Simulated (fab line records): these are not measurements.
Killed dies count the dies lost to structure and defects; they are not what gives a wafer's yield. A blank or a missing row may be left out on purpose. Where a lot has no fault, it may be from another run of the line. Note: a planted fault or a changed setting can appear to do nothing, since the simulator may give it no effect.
fab line records	flow n5-finfet
[record] lots = 24	wafers = 72	last-day = 17
route steps=1938 shown BEOL_M8@1390 BEOL_M9@1402 BEOL_M10@1471
lots with no fault: from the same line, run without faults
start-h: hours from the record's opening day to when the first of the lot's shown wafers began	wait-h: hours from the lot's prior step to this one	" repeats the value in the row above	L1.1+2: one row covering several wafers at once	- value missing, or start not given	* or withheld: withheld	< > ~ a bound
route shown NAME@n: names a module that has steps shown in the file, with the first one's number in the route	usual: average and standard deviation across the fault-free wafers	same: alike in all rows	chamber/n: place in a boat	sites: each site's reading	_std_site: the values' standard deviation	_edge_site: outer sites' mean less inner sites'	radius-mm: how far each site lies from the wafer's centre	mask NAME#n: copy n	behind: the tool/chamber that last shaped the wafer	hold: cause of the lot's hold/its duration in hours/its outcome	device: whichever transistor did not switch (one of n, p or np)	end of line: the tests these same wafers got at the end of their route	where a step has no rows: the recipe by itself	killed: count of dies lost to structure and defects at first sort (not the wafer's yield)	map: per-die view of a wafer (x killed, . not killed, _ where there is no die)
set.NAME: the setting the step ran with; set.NAME@STEP: the setting that earlier step ran with	model.NAME: the simulator's own value behind a step, which no gauge read
steps of the route over a sample of lots; a table a step, a row a wafer
services: from which hour (start-h, from the record's first day; less than 0 if before it) a tool's chamber was out of use, for how many hours, and why
[[steps]]
[step N5_BEOL_M8_SURFACE_TREAT_79]
[recipe] gas = Ar	time-s = *	ion-energy-ev = *	ion-current-ma-cm2 = 0.5	pressure-mtorr = *	ar-flow-sccm = 30
[usual] throttle-valve-pct = *
lot.wafer	tool	chamber	start-h	wait-h	throttle-valve-pct
L074.4	pvd-sputter-02	-	188.48	0.3	*
L074.5	"	-	"	"	*
L074.6	"	-	"	"	*
L075.2	pvd-sputter-03	-	207.39	0.2	*
L075.3	"	-	"	"	*
L075.4	"	-	"	"	*
L077.2	pvd-sputter-01	-	213.16	0.2	*
L077.4	"	-	"	"	*
L077.5	"	-	"	"	*
L076.1	pvd-sputter-03	-	215.09	0.2	*
L076.3	"	-	"	"	*
L076.4	"	-	"	"	*
L078.1	pvd-sputter-02	-	225.85	0.2	*
L078.2	"	-	"	"	*
L078.4	"	-	"	"	*
L080.1	pvd-sputter-02	-	233.47	0.2	*
L080.5	"	-	"	"	*
L080.6	"	-	"	"	*
L079.2	pvd-sputter-01	-	234.28	0.6	*
L079.3	"	-	"	"	*
L079.5	"	-	"	"	*
L081.2	pvd-sputter-02	-	238.10	0.2	*
L081.3	"	-	"	"	*
L081.5	"	-	"	"	*
L082.1	pvd-sputter-02	-	251.65	0.2	*
L082.4	"	-	"	"	*
L082.6	"	-	"	"	*
L083.1	pvd-sputter-02	-	255.12	0.5	*
L083.2	"	-	"	"	*
L083.5	"	-	"	"	*
L084.1	pvd-sputter-03	-	255.92	0.4	*
L084.2	"	-	"	"	*
L084.4	"	-	"	"	*
L085.2	pvd-sputter-03	-	260.44	0.2	*
L085.5	"	-	"	"	*
L085.6	"	-	"	"	*
L086.1	pvd-sputter-03	-	285.82	0.2	*
L086.3	"	-	"	"	*
L086.4	"	-	"	"	*
L087.3	pvd-sputter-03	-	286.32	0.2	*
L087.4	"	-	"	"	*
L087.6	"	-	"	"	*
L089.4	pvd-sputter-03	-	295.05	0.2	*
L089.5	"	-	"	"	*
L089.6	"	-	"	"	*
L088.3	pvd-sputter-03	-	295.25	0.2	*
L088.5	"	-	"	"	*
L088.6	"	-	"	"	*
L090.3	pvd-sputter-03	-	301.42	0.2	*
L090.5	"	-	"	"	*
L090.6	"	-	"	"	*
L092.1	pvd-sputter-02	-	309.11	0.2	*
L092.3	"	-	"	"	*
L092.6	"	-	"	"	*
L094.1	pvd-sputter-01	-	310.68	0.2	*
L094.2	"	-	"	"	*
L094.6	"	-	"	"	*
L093.2	pvd-sputter-02	-	317.85	0.2	*
L093.4	"	-	"	"	*
L093.6	"	-	"	"	*
L091.1	pvd-sputter-02	-	321.24	0.3	*
L091.4	"	-	"	"	*
L091.5	"	-	"	"	*
L095.1	pvd-sputter-02	-	337.61	0.2	*
L095.5	"	-	"	"	*
L095.6	"	-	"	"	*
L096.1	pvd-sputter-02	-	344.72	0.2	*
L096.2	"	-	"	"	*
L096.6	"	-	"	"	*
L097.1	pvd-sputter-02	-	355.31	0.3	*
L097.3	"	-	"	"	*
L097.5	"	-	"	"	*
[step N5_BEOL_M9_CURE_71]
[recipe] temp-c = 385	time-s = 240	ambient = He/Ar	material = SiCOH_lowk
[usual] lamp-power-pct = 52.31/0.059	wafer_temp_C_max = 386.7/0.52
lot.wafer	tool	chamber	start-h	wait-h	lamp-power-pct	wafer_temp_C_max
L074.4	uv-cure-03	1	190.05	0.3	52.27	387.0
L074.5	"	1	"	"	52.29	387.1
L074.6	"	1	"	"	52.33	387.0
L075.2	uv-cure-02	1	210.07	0.1	52.39	386.1
L075.3	"	1	"	"	52.35	386.6
L075.4	"	1	"	"	52.30	386.5
L077.2	uv-cure-01	0	214.58	0.1	52.30	386.4
L077.4	"	0	"	"	52.37	386.8
L077.5	"	0	"	"	52.36	386.7
L076.1	uv-cure-03	1	216.60	0.2	52.34	387.0
L076.3	"	1	"	"	52.23	387.0
L076.4	"	1	"	"	52.27	386.5
L078.1	uv-cure-02	0	227.13	0.0	52.21	385.9
L078.2	"	0	"	"	52.29	385.8
L078.4	"	0	"	"	52.23	386.3
L080.1	uv-cure-02	1	234.79	0.0	52.37	386.5
L080.5	"	1	"	"	52.37	386.5
L080.6	"	1	"	"	52.31	386.3
L079.2	uv-cure-03	2	237.47	0.1	52.29	387.0
L079.3	"	2	"	"	52.31	387.5
L079.5	"	2	"	"	52.32	387.0
L081.2	uv-cure-03	0	239.59	0.1	52.35	386.1
L081.3	"	0	"	"	52.30	385.9
L081.5	"	0	"	"	52.34	386.1
L082.1	uv-cure-01	0	252.98	0.0	52.28	386.3
L082.4	"	0	"	"	52.33	386.8
L082.6	"	0	"	"	52.31	386.7
L083.1	uv-cure-03	1	256.41	0.0	52.25	387.4
L083.2	"	1	"	"	52.24	387.0
L083.5	"	1	"	"	52.29	387.4
L084.1	uv-cure-01	2	257.22	0.0	52.38	388.6
L084.2	"	2	"	"	52.34	386.8
L084.4	"	2	"	"	52.33	387.9
L085.2	uv-cure-02	0	262.02	0.1	52.36	386.6
L085.5	"	0	"	"	52.24	386.3
L085.6	"	0	"	"	52.28	386.5
L086.1	uv-cure-02	1	287.30	0.0	52.41	386.5
L086.3	"	1	"	"	52.35	386.7
L086.4	"	1	"	"	52.40	386.4
L087.3	uv-cure-03	1	287.99	0.4	52.20	387.2
L087.4	"	1	"	"	52.19	386.2
L087.6	"	1	"	"	52.19	387.1
L088.3	uv-cure-01	2	296.80	0.2	52.20	387.1
L088.5	"	2	"	"	52.31	387.0
L088.6	"	2	"	"	52.29	387.4
L089.4	uv-cure-03	0	297.06	0.5	52.30	386.1
L089.5	"	0	"	"	52.31	386.1
L089.6	"	0	"	"	52.40	385.8
L090.3	uv-cure-01	0	303.13	0.2	52.43	386.7
L090.5	"	0	"	"	52.34	386.1
L090.6	"	0	"	"	52.37	386.6
L092.1	uv-cure-02	0	310.70	0.2	52.26	386.3
L092.3	"	0	"	"	52.40	386.1
L092.6	"	0	"	"	52.21	386.4
L094.1	uv-cure-02	0	312.21	0.0	52.30	386.6
L094.2	"	0	"	"	52.28	386.3
L094.6	"	0	"	"	52.30	386.4
L093.2	uv-cure-01	0	319.39	0.1	52.38	386.4
L093.4	"	0	"	"	52.35	387.2
L093.6	"	0	"	"	52.22	386.8
L091.1	uv-cure-01	2	322.87	0.0	52.24	386.7
L091.4	"	2	"	"	52.29	387.6
L091.5	"	2	"	"	52.41	387.9
L095.1	uv-cure-01	2	339.03	0.0	52.26	386.9
L095.5	"	2	"	"	52.30	387.2
L095.6	"	2	"	"	52.33	387.3
L096.1	uv-cure-01	1	346.68	0.3	52.33	386.5
L096.2	"	1	"	"	52.26	386.7
L096.6	"	1	"	"	52.28	386.1
L097.1	uv-cure-01	0	356.67	0.0	52.26	386.6
L097.3	"	0	"	"	52.20	386.4
L097.5	"	0	"	"	52.26	386.8
[step N5_BEOL_M9_THK_MEAS_01]
[recipe] reads = SiCOH_lowk_of_BEOL_M9_ILD_DEP_00
[usual] M9_ILD_THK = 269/3.4
lot.wafer	tool	chamber	start-h	wait-h	M9_ILD_THK[nm]
L074.4	film-metro-02	-	190.33	0.2	269
L074.5	"	-	"	"	271
L074.6	"	-	"	"	270
L075.2	film-metro-02	-	210.51	0.4	264
L075.3	"	-	"	"	267
L075.4	"	-	"	"	269
L077.2	film-metro-01	-	215.02	0.4	266
L077.4	"	-	"	"	265
L077.5	"	-	"	"	270
L076.1	film-metro-02	-	217.59	0.8	267
L076.3	"	-	"	"	267
L076.4	"	-	"	"	269
L078.1	film-metro-02	-	227.64	0.4	270
L078.2	"	-	"	"	268
L078.4	"	-	"	"	271
L080.1	film-metro-02	-	235.30	0.4	266
L080.5	"	-	"	"	270
L080.6	"	-	"	"	267
L079.2	film-metro-02	-	237.91	0.4	265
L079.3	"	-	"	"	265
L079.5	"	-	"	"	268
L081.2	film-metro-02	-	240.02	0.4	266
L081.3	"	-	"	"	263
L081.5	"	-	"	"	270
L082.1	film-metro-01	-	253.49	0.4	274
L082.4	"	-	"	"	268
L082.6	"	-	"	"	274
L083.1	film-metro-01	-	256.92	0.4	270
L083.2	"	-	"	"	267
L083.5	"	-	"	"	270
L084.1	film-metro-02	-	257.73	0.4	271
L084.2	"	-	"	"	270
L084.4	"	-	"	"	278
L085.2	film-metro-01	-	262.45	0.4	271
L085.5	"	-	"	"	270
L085.6	"	-	"	"	271
L086.1	film-metro-01	-	287.81	0.4	264
L086.3	"	-	"	"	266
L086.4	"	-	"	"	270
L087.3	film-metro-02	-	288.66	0.5	265
L087.4	"	-	"	"	272
L087.6	"	-	"	"	273
L088.3	film-metro-01	-	297.15	0.3	268
L088.5	"	-	"	"	273
L088.6	"	-	"	"	274
L089.4	film-metro-01	-	297.57	0.4	269
L089.5	"	-	"	"	268
L089.6	"	-	"	"	268
L090.3	film-metro-02	-	303.49	0.3	268
L090.5	"	-	"	"	272
L090.6	"	-	"	"	274
L092.1	film-metro-01	-	311.21	0.4	266
L092.3	"	-	"	"	272
L092.6	"	-	"	"	266
L094.1	film-metro-01	-	312.72	0.4	268
L094.2	"	-	"	"	271
L094.6	"	-	"	"	276
L093.2	film-metro-02	-	319.82	0.4	269
L093.4	"	-	"	"	273
L093.6	"	-	"	"	273
L091.1	film-metro-02	-	323.39	0.4	265
L091.4	"	-	"	"	270
L091.5	"	-	"	"	272
L095.1	film-metro-02	-	339.54	0.4	263
L095.5	"	-	"	"	268
L095.6	"	-	"	"	270
L096.1	film-metro-01	-	347.19	0.4	261
L096.2	"	-	"	"	264
L096.6	"	-	"	"	268
L097.1	film-metro-02	-	357.18	0.4	272
L097.3	"	-	"	"	271
L097.5	"	-	"	"	274
[step N5_BEOL_M9_VIA_ETCH_34]
[recipe] chemistry = C4F6/O2	target = SiCOH_lowk	target-depth-a = 1824	mask-material = SOC	taper-deg = 4	time-s = 68.4	ion-energy-ev = 250	pressure-mtorr = 30	source-w = 345	bias-w = 185	Ar_flow_sccm = 300	C4F6_flow_sccm = 10	O2_flow_sccm = 10
[usual] chamber-pressure-mTorr = 29.998/0.026	drypump-motor-current-A = 5.6/0.53	oes-product-au = 0.82/0.11	rf-vpp-V = 656/12	showerhead-plenum-p-Torr = 2.83/0.099	throttle-valve-pct = 20.73/0.26
lot.wafer	tool	chamber	start-h	wait-h	chamber-pressure-mTorr	drypump-motor-current-A	oes-product-au	rf-hours-counter-h	rf-vpp-V	showerhead-plenum-p-Torr	throttle-valve-pct
L074.4	rie-diel-03	1	193.64	0.0	29.961	4.9	0.85	-	672	2.98	21.04
L074.5	"	2	"	"	29.991	6.6	0.75	-	667	2.94	20.75
L074.6	"	3	"	"	29.995	5.4	0.98	-	653	2.80	20.85
L075.2	rie-diel-05	0	213.91	0.0	29.979	5.5	0.88	56	664	2.89	20.38
L075.3	"	2	"	"	29.997	5.7	0.65	249	665	2.92	20.61
L075.4	"	3	"	"	29.989	5.0	1.00	-	645	2.79	20.18
L077.2	rie-diel-04	2	218.20	0.0	30.069	6.3	0.70	229	640	2.79	21.09
L077.4	"	1	"	"	29.991	5.0	0.70	178	641	2.73	20.92
L077.5	"	3	"	"	29.976	6.1	0.76	-	644	2.72	20.83
L076.1	rie-diel-05	0	219.73	0.0	30.020	5.5	0.87	58	664	2.89	20.37
L076.3	"	2	"	"	30.019	5.7	0.65	252	665	2.92	20.60
L076.4	"	2	"	"	30.015	5.7	0.66	-	664	2.92	20.60
L078.1	rie-diel-05	0	230.11	0.0	29.968	5.5	0.86	62	663	2.88	20.39
L078.2	"	3	"	"	29.995	5.0	0.96	9	645	2.79	20.18
L078.4	"	0	"	"	29.956	5.5	0.86	-	665	2.88	20.37
L080.1	rie-diel-03	1	238.30	0.0	29.990	4.9	0.82	66	669	2.98	21.05
L080.5	"	0	"	"	29.981	5.7	0.95	-	647	2.79	20.71
L080.6	"	3	"	"	29.968	5.4	0.94	-	651	2.80	20.86
L079.2	rie-diel-04	3	241.13	0.0	30.006	6.1	0.75	145	645	2.72	20.84
L079.3	"	1	"	"	29.972	5.0	0.70	184	643	2.72	20.95
L079.5	"	0	"	"	29.951	5.1	0.70	-	675	2.69	20.76
L081.2	rie-diel-04	1	243.83	0.0	30.034	5.0	0.70	186	641	2.72	20.94
L081.3	"	0	"	"	29.969	5.1	0.70	228	677	2.69	20.77
L081.5	"	2	"	"	30.007	6.3	0.69	-	640	2.79	21.11
L082.1	rie-diel-05	3	257.50	0.0	30.055	5.0	0.93	19	646	2.78	20.23
L082.4	"	0	"	"	30.018	5.5	0.86	-	664	2.88	20.40
L082.6	"	3	"	"	30.046	5.0	0.93	-	643	2.78	20.20
L083.1	rie-diel-04	0	260.48	0.0	30.007	5.1	0.70	233	677	2.69	20.76
L083.2	"	3	"	"	29.977	6.1	0.75	152	644	2.72	20.84
L083.5	"	1	"	"	29.986	5.0	0.70	-	641	2.72	20.95
L084.1	rie-diel-04	2	261.63	0.0	30.002	6.3	0.69	243	641	2.79	21.12
L084.2	"	3	"	"	29.980	6.1	0.74	152	644	2.72	20.84
L084.4	"	1	"	"	30.026	5.0	0.70	191	641	2.72	20.96
L085.2	rie-diel-03	1	268.52	0.0	30.030	4.9	0.83	72	668	2.97	21.04
L085.5	"	3	"	"	30.005	5.4	0.91	-	651	2.79	20.87
L085.6	"	0	"	"	29.997	5.7	0.93	-	648	2.78	20.73
L086.1	rie-diel-03	0	293.49	0.0	30.019	5.7	0.92	20	649	2.78	20.73
L086.3	"	3	"	"	30.032	5.4	0.91	33	650	2.79	20.87
L086.4	"	1	"	"	30.014	4.9	0.82	78	669	2.97	21.07
L087.3	rie-diel-03	3	293.91	0.0	29.973	5.5	0.91	33	651	2.79	20.89
L087.4	"	2	"	"	29.925	6.6	0.74	187	667	2.93	20.77
L087.6	"	2	"	"	29.955	6.6	0.74	-	669	2.93	20.77
L088.3	rie-diel-03	2	299.77	0.0	30.015	6.6	0.73	190	668	2.92	20.79
L088.5	"	1	"	"	30.018	4.9	0.82	-	670	2.97	21.08
L088.6	"	2	"	"	30.060	6.6	0.73	-	667	2.92	20.78
L089.4	rie-diel-05	2	300.05	0.0	29.965	5.7	0.97	9	665	2.91	20.30
L089.5	"	2	"	"	30.013	5.7	0.97	-	663	2.91	20.30
L089.6	"	3	"	"	29.975	5.0	0.93	-	644	2.78	20.23
L090.3	rie-diel-05	2	306.72	0.0	29.977	5.7	0.95	11	663	2.91	20.29
L090.5	"	1	"	"	30.011	5.8	0.91	-	672	3.03	20.55
L090.6	"	2	"	"	30.030	5.7	0.96	-	664	2.91	20.30
L094.1	rie-diel-04	3	315.75	0.0	29.958	6.1	0.73	172	645	2.71	20.87
L094.2	"	1	"	"	30.000	5.0	0.68	211	643	2.71	20.95
L094.6	"	1	"	"	30.001	5.0	0.67	-	643	2.71	20.97
L092.1	rie-diel-04	1	316.50	0.0	30.010	5.0	0.67	211	643	2.71	20.99
L092.3	"	2	"	"	30.015	6.3	0.99	3	642	2.78	20.83
L092.6	"	2	"	"	30.019	6.3	1.00	-	641	2.78	20.81
L093.2	rie-diel-03	1	323.51	0.0	29.990	4.9	0.81	86	669	2.97	21.09
L093.4	"	3	"	"	29.995	5.5	0.88	42	653	2.79	20.90
L093.6	"	3	"	"	29.957	5.5	0.89	-	651	2.79	20.89
L091.1	rie-diel-03	1	325.90	0.0	30.023	4.9	0.82	87	669	2.97	21.07
L091.4	"	3	"	"	30.017	5.4	0.88	43	652	2.78	20.89
L091.5	"	0	"	"	30.018	5.7	0.90	-	648	2.78	20.72
L095.1	rie-diel-04	1	343.63	0.0	30.045	5.0	0.67	222	642	2.71	20.99
L095.5	"	0	"	"	29.996	5.1	1.00	-	673	3.02	20.42
L095.6	"	1	"	"	29.973	5.0	0.67	-	641	2.71	20.97
L096.1	rie-diel-05	0	350.16	0.0	29.982	5.5	0.82	100	662	2.87	20.41
L096.2	"	3	"	"	30.006	5.0	0.89	46	643	2.77	20.25
L096.6	"	0	"	"	29.947	5.5	0.82	-	662	2.87	20.43
L097.1	rie-diel-03	3	359.78	0.0	30.018	5.5	0.87	53	650	2.78	20.92
L097.3	"	1	"	"	30.044	4.9	0.80	95	669	2.96	21.11
L097.5	"	1	"	"	30.024	4.9	0.81	-	667	2.96	21.12
[step N5_BEOL_M9_ANNEAL_51]
[recipe] temp-c = 225	time-s = 90	ambient = N2
[usual] wafer_temp_C_max = 225.73/0.22
lot.wafer	tool	chamber	start-h	wait-h	wafer_temp_C_max
L074.4	rtp-anneal-02	0	195.87	0.3	225.89
L074.5	"	0	"	"	225.50
L074.6	"	0	"	"	225.53
L075.2	rtp-anneal-01	0	216.40	0.1	225.42
L075.3	"	0	"	"	225.63
L075.4	"	0	"	"	225.56
L077.2	rtp-anneal-02	0	220.33	0.4	225.86
L077.4	"	0	"	"	225.74
L077.5	"	0	"	"	225.82
L076.1	rtp-anneal-01	0	222.24	0.2	225.61
L076.3	"	0	"	"	225.61
L076.4	"	0	"	"	225.50
L078.1	rtp-anneal-01	0	232.26	0.1	225.37
L078.2	"	0	"	"	225.58
L078.4	"	0	"	"	225.91
L080.1	rtp-anneal-02	0	241.44	0.1	225.78
L080.5	"	0	"	"	225.95
L080.6	"	0	"	"	225.71
L079.2	rtp-anneal-01	0	243.03	0.1	225.76
L079.3	"	0	"	"	225.75
L079.5	"	0	"	"	225.55
L081.2	rtp-anneal-01	0	246.43	0.5	225.66
L081.3	"	0	"	"	225.45
L081.5	"	0	"	"	225.38
L082.1	rtp-anneal-02	0	260.32	0.1	225.67
L082.4	"	0	"	"	225.78
L082.6	"	0	"	"	225.65
L083.1	rtp-anneal-02	0	264.05	0.1	225.99
L083.2	"	0	"	"	226.05
L083.5	"	0	"	"	226.03
L084.1	rtp-anneal-02	0	265.26	0.1	225.77
L084.2	"	0	"	"	225.66
L084.4	"	0	"	"	225.86
L085.2	rtp-anneal-01	0	271.36	1.0	225.24
L085.5	"	0	"	"	226.00
L085.6	"	0	"	"	225.26
L086.1	rtp-anneal-02	0	295.24	0.1	225.88
L086.3	"	0	"	"	225.65
L086.4	"	0	"	"	225.86
L087.3	rtp-anneal-01	0	296.12	0.4	225.42
L087.4	"	0	"	"	225.58
L087.6	"	0	"	"	225.58
L088.3	rtp-anneal-01	0	302.05	0.3	225.95
L088.5	"	0	"	"	225.86
L088.6	"	0	"	"	225.82
L089.4	rtp-anneal-01	0	302.37	0.5	225.88
L089.5	"	0	"	"	225.84
L089.6	"	0	"	"	226.03
L090.3	rtp-anneal-01	0	309.44	0.5	225.49
L090.5	"	0	"	"	225.62
L090.6	"	0	"	"	225.18
L094.1	rtp-anneal-01	0	318.02	0.1	225.81
L094.2	"	0	"	"	225.51
L094.6	"	0	"	"	225.83
L092.1	rtp-anneal-01	0	318.56	0.3	225.68
L092.3	"	0	"	"	225.69
L092.6	"	0	"	"	225.74
L093.2	rtp-anneal-02	0	325.91	0.1	226.02
L093.4	"	0	"	"	225.66
L093.6	"	0	"	"	225.88
L091.1	rtp-anneal-01	0	332.17	0.2	225.73
L091.4	"	0	"	"	225.79
L091.5	"	0	"	"	225.49
L095.1	rtp-anneal-02	0	347.57	0.1	226.23
L095.5	"	0	"	"	226.02
L095.6	"	0	"	"	226.01
L096.1	rtp-anneal-02	0	353.45	0.1	225.58
L096.2	"	0	"	"	225.66
L096.6	"	0	"	"	225.60
L097.1	rtp-anneal-02	0	361.67	0.1	225.65
L097.3	"	0	"	"	225.57
L097.5	"	0	"	"	225.99
[step N5_BEOL_M10_CURE_71]
[recipe] temp-c = 385	time-s = 240	ambient = He/Ar	material = SiCOH_lowk
[usual] lamp-power-pct = 52.31/0.059	wafer_temp_C_max = 386.5/0.53
lot.wafer	tool	chamber	start-h	wait-h	lamp-power-pct	wafer_temp_C_max
L074.4	uv-cure-03	1	196.84	0.3	52.34	387.1
L074.5	"	1	"	"	52.53	387.2
L074.6	"	1	"	"	52.33	387.5
L075.2	uv-cure-02	1	217.32	0.1	52.23	386.1
L075.3	"	1	"	"	52.33	386.5
L075.4	"	1	"	"	52.24	386.3
L077.2	uv-cure-01	1	221.29	0.2	52.21	385.8
L077.4	"	1	"	"	52.25	386.1
L077.5	"	1	"	"	52.29	386.2
L076.1	uv-cure-02	0	223.13	0.0	52.29	386.2
L076.3	"	0	"	"	52.26	386.3
L076.4	"	0	"	"	52.28	386.4
L078.1	uv-cure-01	2	233.13	0.0	52.33	387.8
L078.2	"	2	"	"	52.40	387.2
L078.4	"	2	"	"	52.22	387.3
L080.1	uv-cure-02	2	242.31	0.0	52.32	386.4
L080.5	"	2	"	"	52.39	386.0
L080.6	"	2	"	"	52.28	386.1
L079.2	uv-cure-01	1	243.93	0.1	52.32	385.6
L079.3	"	1	"	"	52.36	386.2
L079.5	"	1	"	"	52.25	385.6
L081.2	uv-cure-02	1	247.33	0.1	52.37	386.3
L081.3	"	1	"	"	52.25	386.4
L081.5	"	1	"	"	52.31	386.2
L082.1	uv-cure-01	1	261.20	0.0	52.35	386.1
L082.4	"	1	"	"	52.38	386.5
L082.6	"	1	"	"	52.27	386.6
L083.1	uv-cure-02	2	264.92	0.0	52.36	386.3
L083.2	"	2	"	"	52.32	385.9
L083.5	"	2	"	"	52.34	386.0
L084.1	uv-cure-03	2	266.13	0.0	52.30	387.5
L084.2	"	2	"	"	52.27	386.7
L084.4	"	2	"	"	52.27	387.4
L085.2	uv-cure-03	0	272.34	0.2	52.24	386.1
L085.5	"	0	"	"	52.24	386.4
L085.6	"	0	"	"	52.24	386.9
L086.1	uv-cure-02	0	296.19	0.1	52.31	386.2
L086.3	"	0	"	"	52.32	386.1
L086.4	"	0	"	"	52.24	386.2
L087.3	uv-cure-01	1	297.28	0.4	52.29	385.9
L087.4	"	1	"	"	52.40	386.0
L087.6	"	1	"	"	52.29	386.2
L088.3	uv-cure-02	1	303.02	0.2	52.21	386.6
L088.5	"	1	"	"	52.33	386.8
L088.6	"	1	"	"	52.31	386.8
L089.4	uv-cure-02	2	303.58	0.5	52.41	386.7
L089.5	"	2	"	"	52.26	386.5
L089.6	"	2	"	"	52.34	386.4
L090.3	uv-cure-02	2	310.38	0.2	52.20	386.1
L090.5	"	2	"	"	52.33	386.1
L090.6	"	2	"	"	52.36	386.3
L094.1	uv-cure-02	2	318.89	0.0	52.43	386.1
L094.2	"	2	"	"	52.32	386.4
L094.6	"	2	"	"	52.25	386.1
L092.1	uv-cure-02	0	319.43	0.0	52.35	385.8
L092.3	"	0	"	"	52.29	386.3
L092.6	"	0	"	"	52.35	386.0
L093.2	uv-cure-01	2	326.81	0.1	52.34	386.8
L093.4	"	2	"	"	52.38	387.0
L093.6	"	2	"	"	52.37	386.9
L091.1	uv-cure-03	2	333.19	0.1	52.34	387.6
L091.4	"	2	"	"	52.37	387.1
L091.5	"	2	"	"	52.34	387.5
L095.1	uv-cure-03	1	348.44	0.0	52.21	387.3
L095.5	"	1	"	"	52.24	386.9
L095.6	"	1	"	"	52.22	386.7
L096.1	uv-cure-03	0	354.32	0.0	52.37	386.7
L096.2	"	0	"	"	52.28	386.4
L096.6	"	0	"	"	52.37	386.1
L097.1	uv-cure-03	1	362.54	0.0	52.40	386.9
L097.3	"	1	"	"	52.23	387.2
L097.5	"	1	"	"	52.36	386.9
[[services]]
tool	chamber	start-h	hours	kind
uv-cure-01	-	171.95	1.5	repair
rie-diel-05	3	180.01	-	clean
rie-diel-05	3	180.01	-	consumable-replace:focus-ring
rie-diel-04	1	183.48	4.8	repair
rie-diel-03	0	193.33	-	clean
rie-diel-03	0	193.33	-	consumable-replace:focus-ring
rie-diel-03	0	193.33	26.6	scheduled-down
rie-diel-03	0	193.33	26.6	vent-cycle
rie-diel-05	1	212.43	-	clean
rie-diel-05	1	212.43	-	consumable-replace:focus-ring
rie-diel-04	2	287.02	-	clean
rie-diel-04	2	287.02	-	consumable-replace:focus-ring
rie-diel-04	0	309.21	-	clean
rie-diel-04	0	309.21	-	consumable-replace:esc
rie-diel-04	0	309.21	-	consumable-replace:focus-ring
rie-diel-04	0	309.21	-	consumable-replace:showerhead
rie-diel-04	0	309.21	25.9	scheduled-down
rie-diel-04	0	309.21	25.9	vent-cycle
uv-cure-03	-	322.08	8.3	repair
pvd-sputter-03	-	328.74	2.3	repair
rie-diel-03	1	342.20	1.8	repair
uv-cure-03	-	356.44	5.5	repair
rie-diel-04	1	359.38	18.2	repair
pvd-sputter-01	-	359.72	0.6	repair
[[key]]
fault none
